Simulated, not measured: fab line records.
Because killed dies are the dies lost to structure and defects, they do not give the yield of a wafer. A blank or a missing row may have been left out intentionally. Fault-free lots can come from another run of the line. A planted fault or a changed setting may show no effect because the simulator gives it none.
Matching of chambers || flow nandHarc || NHARC_A_CHANNEL_HOLE_D1_DEP_01 on pecvd-04: 3 sister chambers
The step deposits SiON, target thk 140 nm. 14 wafers are shown with their chamber, then 7 later ones without.

== WAFERS PAIRED WITH THEIR CHAMBERS ==
{"wafer": "L621.1", "chamber": 0, "heaterPowerW (W)": 769}
{"wafer": "L621.3", "chamber": 2, "heaterPowerW (W)": 616}
{"wafer": "L621.6", "chamber": 1, "heaterPowerW (W)": 757}
{"wafer": "L620.3", "chamber": 0, "heaterPowerW (W)": 737}
{"wafer": "L620.4", "chamber": 2, "heaterPowerW (W)": 665}
{"wafer": "L620.6", "chamber": 0, "heaterPowerW (W)": 737}
{"wafer": "L624.2", "chamber": 1, "heaterPowerW (W)": 826}
{"wafer": "L624.3", "chamber": 2, "heaterPowerW (W)": 668}
{"wafer": "L624.6", "chamber": 0, "heaterPowerW (W)": 781}
{"wafer": "L633.1", "chamber": 1, "heaterPowerW (W)": 911}
{"wafer": "L633.2", "chamber": 2, "heaterPowerW (W)": 655}
{"wafer": "L633.3", "chamber": 1, "heaterPowerW (W)": 904}
{"wafer": "L637.3", "chamber": 1, "heaterPowerW (W)": 766}
{"wafer": "L637.4", "chamber": 0, "heaterPowerW (W)": 736}

SIGNATURES, as means of the wafers listed above
{"reading": "heaterPowerW", "chamber 0": 752.00, "chamber 1": 832.80, "chamber 2": 651.00, "scatter within a chamber": 47.7}
Rule: for each reading, subtract the chamber's mean from the wafer's reading, divide by that reading's scatter and square the result; add these up over the readings and take the root, which gives the wafer's distance from the chamber. The wafer belongs to the nearest chamber; if the next one is less than 2 further off, it can't be placed. The scatter: the root of (the sum of the squares of (reading less its chamber's mean) over the shown wafers, divided by (wafers less chambers)).

== WAFERS WITH NO CHAMBER GIVEN ==
{"wafer": "L637.6", "heaterPowerW (W)": 774}
{"wafer": "L640.4", "heaterPowerW (W)": 657}
{"wafer": "L640.5", "heaterPowerW (W)": 807}
{"wafer": "L640.6", "heaterPowerW (W)": 647}
{"wafer": "L641.2", "heaterPowerW (W)": 875}
{"wafer": "L641.3", "heaterPowerW (W)": 676}
{"wafer": "L641.5", "heaterPowerW (W)": 900}

== WHICH CHAMBER EACH ONE RAN IN ==
{"wafer": "L637.6", "from the rows above": "can't be placed: 0 or 1", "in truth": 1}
{"wafer": "L640.4", "from the rows above": "can't be placed: 2 or 0", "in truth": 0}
{"wafer": "L640.5", "from the rows above": "can't be placed: 1 or 0", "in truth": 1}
{"wafer": "L640.6", "from the rows above": 2, "in truth": 2}
{"wafer": "L641.2", "from the rows above": "can't be placed: 1 or 0", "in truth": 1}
{"wafer": "L641.3", "from the rows above": "can't be placed: 2 or 0", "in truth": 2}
{"wafer": "L641.5", "from the rows above": "can't be placed: 1 or 0", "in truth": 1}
Correct placement for 1 of the 7. These rows do not allow placing 6 (true chamber among the candidates in 6). Number placed wrongly: 0.
